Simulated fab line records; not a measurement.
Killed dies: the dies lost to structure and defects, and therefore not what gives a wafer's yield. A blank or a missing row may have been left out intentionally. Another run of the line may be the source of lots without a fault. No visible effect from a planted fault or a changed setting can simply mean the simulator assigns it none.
Which tool was responsible? + flow n5 finfet + route of 1938 steps, sampled at 1 step: 11 lots, 32 wafers

## WHAT THE GAUGES SHOWED, per wafer
N5_BEOL_M4_RC_MEAS_101.
| lot  | measured     | on        | DIBL_N (mV/V)  |
|------|--------------|-----------|----------------|
| L586 | day 7 18:14  | prober-02 | 35.4 36.9 38.8 |
| L589 | day 9 12:37  | prober-01 | 37.9 35.4 36.3 |
| L592 | day 9 13:09  | prober-02 | 36.1 37.2 37.6 |
| L591 | day 9 14:28  | prober-01 | 34.5 35.4 36.9 |
| L597 | day 11 02:07 | prober-01 | 36.4 35.8      |
| L598 | day 11 09:23 | prober-02 | 34.1 35.6 34.4 |
| L600 | day 11 21:02 | prober-02 | 38.4 37.6 35.3 |
| L601 | day 12 12:33 | prober-02 | 36.8 38.9 37.2 |
| L602 | day 12 14:29 | prober-02 | 35.2 38.9 35.8 |
| L606 | day 13 10:53 | prober-01 | 34.1 38.7 34.6 |
| L607 | day 13 18:34 | prober-01 | 37.7 36.0 35.0 |

## WHICH TOOL RAN EACH LOT (tool, then ch and the chambers of the sampled wafers, then the start)
No process step before these readings appears in the record.

## THE ANSWER, worked out from the rows above alone
Rule: the usual values come from the lots themselves. The widest of any qualifying gaps counts: lots, ordered by their means at a reading, are off when they make up no more than a third of the lots, leave a main group of 4 or more, and stand apart from it by 3 or more times the standard deviation of that group's means. The tables above print the reading to a certain number of digits; a main group whose means all agree to those digits is not used. Also off: a lot with no number at a reading for which 4 or more lots have one. Any other lot the step has rows for is counted as sound.
None of the lots is off at any reading shown; this tells nothing.

## WHAT THE SIMULATOR HAD PUT IN
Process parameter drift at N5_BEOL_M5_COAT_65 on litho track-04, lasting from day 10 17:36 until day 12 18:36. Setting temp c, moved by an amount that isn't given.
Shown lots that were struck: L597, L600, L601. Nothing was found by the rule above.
